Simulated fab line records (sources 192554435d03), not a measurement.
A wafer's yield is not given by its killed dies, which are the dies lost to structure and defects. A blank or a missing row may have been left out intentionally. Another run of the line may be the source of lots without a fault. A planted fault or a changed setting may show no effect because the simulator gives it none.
Matching of chambers :: flow n5 finfet :: N5_BEOL_M2_ETCH_70 on rie diel-03: 4 sister chambers
The step etches SOC in N2/H2, target depth 80 nm, overetch 24 nm, time 130 s. 24 wafers are shown with their chamber, then 12 later ones without.

## WAFERS PAIRED WITH THEIR CHAMBERS
wafer: L075.3
chamber: 3
showerhead plenum p Torr (Torr): 2.53
drypump motor current A (A): 5.3
throttle valve pct (%): 17.90

wafer: L075.5
chamber: 1
showerhead plenum p Torr (Torr): 2.42
drypump motor current A (A): 6.1
throttle valve pct (%): 17.80

wafer: L075.6
chamber: 2
showerhead plenum p Torr (Torr): 2.46
drypump motor current A (A): 5.2
throttle valve pct (%): 17.70

wafer: L077.3
chamber: 0
showerhead plenum p Torr (Torr): 2.70
drypump motor current A (A): 5.5
throttle valve pct (%): 17.43

wafer: L077.4
chamber: 1
showerhead plenum p Torr (Torr): 2.42
drypump motor current A (A): 6.0
throttle valve pct (%): 17.82

wafer: L077.6
chamber: 0
showerhead plenum p Torr (Torr): 2.70
drypump motor current A (A): 5.5
throttle valve pct (%): 17.42

wafer: L079.4
chamber: 3
showerhead plenum p Torr (Torr): 2.52
drypump motor current A (A): 5.4
throttle valve pct (%): 17.91

wafer: L079.5
chamber: 0
showerhead plenum p Torr (Torr): 2.69
drypump motor current A (A): 5.5
throttle valve pct (%): 17.45

wafer: L079.6
chamber: 3
showerhead plenum p Torr (Torr): 2.52
drypump motor current A (A): 5.4
throttle valve pct (%): 17.90

wafer: L083.4
chamber: 3
showerhead plenum p Torr (Torr): 2.52
drypump motor current A (A): 5.3
throttle valve pct (%): 17.91

wafer: L083.5
chamber: 2
showerhead plenum p Torr (Torr): 2.45
drypump motor current A (A): 5.2
throttle valve pct (%): 17.74

wafer: L083.6
chamber: 3
showerhead plenum p Torr (Torr): 2.52
drypump motor current A (A): 5.3
throttle valve pct (%): 17.93

wafer: L084.4
chamber: 1
showerhead plenum p Torr (Torr): 2.41
drypump motor current A (A): 6.0
throttle valve pct (%): 17.83

wafer: L084.5
chamber: 3
showerhead plenum p Torr (Torr): 2.52
drypump motor current A (A): 5.4
throttle valve pct (%): 17.92

wafer: L084.6
chamber: 0
showerhead plenum p Torr (Torr): 2.69
drypump motor current A (A): 5.5
throttle valve pct (%): 17.46

wafer: L086.2
chamber: 1
showerhead plenum p Torr (Torr): 2.41
drypump motor current A (A): 6.0
throttle valve pct (%): 17.86

wafer: L086.3
chamber: 3
showerhead plenum p Torr (Torr): 2.52
drypump motor current A (A): 5.4
throttle valve pct (%): 17.94

wafer: L086.6
chamber: 3
showerhead plenum p Torr (Torr): 2.52
drypump motor current A (A): 5.4
throttle valve pct (%): 17.93

wafer: L087.2
chamber: 2
showerhead plenum p Torr (Torr): 2.44
drypump motor current A (A): 5.2
throttle valve pct (%): 17.74

wafer: L087.4
chamber: 3
showerhead plenum p Torr (Torr): 2.52
drypump motor current A (A): 5.4
throttle valve pct (%): 17.93

wafer: L087.5
chamber: 3
showerhead plenum p Torr (Torr): 2.52
drypump motor current A (A): 5.3
throttle valve pct (%): 17.95

wafer: L089.2
chamber: 2
showerhead plenum p Torr (Torr): 2.44
drypump motor current A (A): 5.2
throttle valve pct (%): 17.76

wafer: L089.4
chamber: 3
showerhead plenum p Torr (Torr): 2.51
drypump motor current A (A): 5.3
throttle valve pct (%): 17.93

wafer: L089.5
chamber: 0
showerhead plenum p Torr (Torr): 2.69
drypump motor current A (A): 5.5
throttle valve pct (%): 17.48

SIGNATURES (means of the wafers above)
reading: showerhead plenum p Torr
chamber 0: 2.6940
chamber 1: 2.4150
chamber 2: 2.4475
chamber 3: 2.5200
scatter within a chamber: 0.00589

reading: drypump motor current A
chamber 0: 5.500
chamber 1: 6.025
chamber 2: 5.200
chamber 3: 5.355
scatter within a chamber: 0.0417

reading: throttle valve pct
chamber 0: 17.4480
chamber 1: 17.8275
chamber 2: 17.7350
chamber 3: 17.9227
scatter within a chamber: 0.0208
Rule: for each reading, subtract the chamber's mean from the wafer's reading, divide by that reading's scatter and square the result; add these up over the readings and take the root, which gives the wafer's distance from the chamber. If the next closest chamber is less than 2 further off than the closest, the wafer can't be placed; otherwise it belongs to the closest. The scatter: take each reading less its chamber's mean, square it, sum over the shown wafers, divide by the number of wafers less the number of chambers, and take the root.

## WAFERS WITHOUT THEIR CHAMBER
wafer: L090.1
showerhead plenum p Torr (Torr): 2.41
drypump motor current A (A): 6.0
throttle valve pct (%): 17.88

wafer: L090.4
showerhead plenum p Torr (Torr): 2.51
drypump motor current A (A): 5.4
throttle valve pct (%): 17.95

wafer: L090.5
showerhead plenum p Torr (Torr): 2.69
drypump motor current A (A): 5.5
throttle valve pct (%): 17.47

wafer: L094.2
showerhead plenum p Torr (Torr): 2.51
drypump motor current A (A): 5.4
throttle valve pct (%): 17.96

wafer: L094.4
showerhead plenum p Torr (Torr): 2.68
drypump motor current A (A): 5.5
throttle valve pct (%): 17.49

wafer: L094.5
showerhead plenum p Torr (Torr): 2.40
drypump motor current A (A): 6.0
throttle valve pct (%): 17.88

wafer: L095.2
showerhead plenum p Torr (Torr): 2.44
drypump motor current A (A): 5.1
throttle valve pct (%): 17.78

wafer: L095.3
showerhead plenum p Torr (Torr): 2.68
drypump motor current A (A): 5.5
throttle valve pct (%): 17.50

wafer: L095.4
showerhead plenum p Torr (Torr): 2.51
drypump motor current A (A): 5.4
throttle valve pct (%): 17.95

wafer: L096.2
showerhead plenum p Torr (Torr): 2.40
drypump motor current A (A): 6.1
throttle valve pct (%): 17.89

wafer: L096.3
showerhead plenum p Torr (Torr): 2.68
drypump motor current A (A): 5.5
throttle valve pct (%): 17.51

wafer: L096.6
showerhead plenum p Torr (Torr): 2.68
drypump motor current A (A): 5.5
throttle valve pct (%): 17.51

## EACH ONE'S CHAMBER
wafer: L090.1
from the rows above: 1
in truth: 1

wafer: L090.4
from the rows above: 3
in truth: 3

wafer: L090.5
from the rows above: 0
in truth: 0

wafer: L094.2
from the rows above: 3
in truth: 3

wafer: L094.4
from the rows above: 0
in truth: 0

wafer: L094.5
from the rows above: 1
in truth: 1

wafer: L095.2
from the rows above: 2
in truth: 2

wafer: L095.3
from the rows above: 0
in truth: 0

wafer: L095.4
from the rows above: 3
in truth: 3

wafer: L096.2
from the rows above: 1
in truth: 1

wafer: L096.3
from the rows above: 0
in truth: 0

wafer: L096.6
from the rows above: 0
in truth: 0
Placed correctly: 12 of 12. From these rows, 0 cannot be placed. 0 placed wrongly.
